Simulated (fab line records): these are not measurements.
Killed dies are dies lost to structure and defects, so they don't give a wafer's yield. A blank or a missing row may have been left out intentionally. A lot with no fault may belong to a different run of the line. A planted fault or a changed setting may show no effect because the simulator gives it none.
Split-lot study | flow n5Finfet | route with 1938 steps; 7 lots, 21 wafers read

== ON THE SPLIT ==
At N5_BEOL_M13_TRENCH_ETCH_34 (etches SiOC in C4F8/O2/Ar, target depth 413.47 nm, time 162.6 s), the setting timeS was moved away from the recipe's 162.6 s on 2 of the 21 wafers read, by -11.3% to +7.2%. The other wafers ran this setting at the recipe's value.

== FROM THE SPLIT TO THE READING: what the file shows between them, 10 steps ==
- N5_BEOL_M13_STRIP_70: strips in C4F8/O2/Ar
- N5_BEOL_M13_OCD_MEAS_35
- N5_BEOL_M13_STRIP_37: strips in N2/H2
- N5_BEOL_M13_ETCH_38: etches SiCN in CF4/N2, target depth 67.5 nm, time 71.9 s
- N5_BEOL_M13_ECD_47: material Cu, target thk 936 nm
- N5_BEOL_M13_ANNEAL_48: time 90 s
- N5_BEOL_M13_CMP_49: polishes, stops on SiOC, t overpolish 17.1 s, target thk 420 nm
- N5_BEOL_M13_THK_MEAS_50: measures by xrf
- N5_BEOL_M13_PRE_CLEAN_52: time 15 s
- N5_BEOL_M13_DEP_53: deposits SiCN from 3MS/NH3, target thk 50 nm, time 17.8 s

== THE READING ==
Measured at N5_BEOL_M13_RS_MEAS_54 by four-point probe: M13_RS, in ohm/sq. Typical for fault-free wafers on this fab line: 0.0448 ohm/sq, with standard deviation 0.00068 ohm/sq.

wafer  | tool, chamber at the split | timeS as run, s | against the recipe | M13_RS, ohm/sq | against lot-mates on the recipe
L075.3 | rieDiel-06, 3              | 162.6           | recipe             | 0.0443         | -
L075.5 | rieDiel-06, 0              | 162.6           | recipe             | 0.0444         | -
L075.6 | rieDiel-06, 1              | 144.2           | -11.3%             | 0.0521         | +0.0077
L085.1 | rieDiel-02, 3              | 162.6           | recipe             | 0.0452         | -
L085.5 | rieDiel-02, 1              | 162.6           | recipe             | 0.0442         | -
L085.6 | rieDiel-02, 0              | 162.6           | recipe             | 0.0443         | -
L089.1 | rieDiel-06, 0              | 162.6           | recipe             | 0.0447         | -
L089.4 | rieDiel-06, 2              | 162.6           | recipe             | 0.0453         | -
L089.6 | rieDiel-06, 2              | 174.3           | +7.2%              | 0.0419         | -0.0031
L088.2 | rieDiel-03, 3              | 162.6           | recipe             | 0.0453         | -
L088.4 | rieDiel-03, 1              | 162.6           | recipe             | 0.0446         | -
L088.6 | rieDiel-03, 1              | 162.6           | recipe             | 0.0439         | -
L096.2 | rieDiel-02, 0              | 162.6           | recipe             | 0.0441         | -
L096.3 | rieDiel-02, 2              | 162.6           | recipe             | 0.0460         | -
L096.6 | rieDiel-02, 1              | 162.6           | recipe             | 0.0445         | -
L093.1 | rieDiel-03, 0              | 162.6           | recipe             | 0.0457         | -
L093.3 | rieDiel-03, 1              | 162.6           | recipe             | 0.0445         | -
L093.6 | rieDiel-03, 1              | 162.6           | recipe             | 0.0442         | -
L095.2 | rieDiel-02, 1              | 162.6           | recipe             | 0.0448         | -
L095.5 | rieDiel-02, 0              | 162.6           | recipe             | 0.0442         | -
L095.6 | rieDiel-02, 3              | 162.6           | recipe             | 0.0458         | -

THE FIT
A straight line over all 21 wafers: M13_RS changes by -0.000574 ohm/sq for each +1% of timeS; r = -0.93; the points scatter about the line by 0.0007 ohm/sq.
The same after taking each lot's own level away (the mean of its wafers on the recipe; 21 wafers): -0.000609 ohm/sq for each +1%; r = -0.94; scatter 0.00067 ohm/sq.
According to that fit, moving timeS by its largest amount changes the reading by 0.0069 ohm/sq.
Across the lots, their own levels run from 0.04435 to 0.04500 ohm/sq, a range of 1.0 times the standard deviation given above.
Hence the lot-to-lot level has little effect on the slope; both slopes agree.
Check: with one of the wafers moved furthest among these (-11.3%) left out of the fit, the line predicts +0.00488 ohm/sq for it against its lot-mates. It came out at +0.00775 ohm/sq against them.

== THE WHOLE CHAIN: every reading that the file lists as answering this split, in the file's order ==
step                       | what it does                                                    | reading                                                                      | change (the file's fit)               | r (the file's)
N5_BEOL_M13_TRENCH_ETCH_34 | etches SiOC in C4F8/O2/Ar, target depth 413.47 nm, time 162.6 s | etch.depthNm (the simulator's own value, which no gauge read)                | +5.01 nm for each +1% of the setting  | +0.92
N5_BEOL_M13_OCD_MEAS_35    |                                                                 | trenchDepthNm                                                                | +5.02 nm for each +1% of the setting  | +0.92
N5_BEOL_M13_CMP_49         | polishes, stops on SiOC, t overpolish 17.1 s, target thk 420 nm | Cu_of_BEOL_M13_ECD_47.thkNm (the simulator's own value, which no gauge read) | +5.05 nm for each +1% of the setting  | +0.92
N5_BEOL_M13_THK_MEAS_50    | measures by xrf                                                 | M13_THK                                                                      | +4.92 for each +1% of the setting     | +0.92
N5_BEOL_M13_RS_MEAS_54     | measures by four-point-probe                                    | M13_RS                                                                       | -0.000609 for each +1% of the setting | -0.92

== FILE'S OWN FIT ==
M13_RS changes by -0.000609 ohm/sq for each +1% of timeS, r = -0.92.
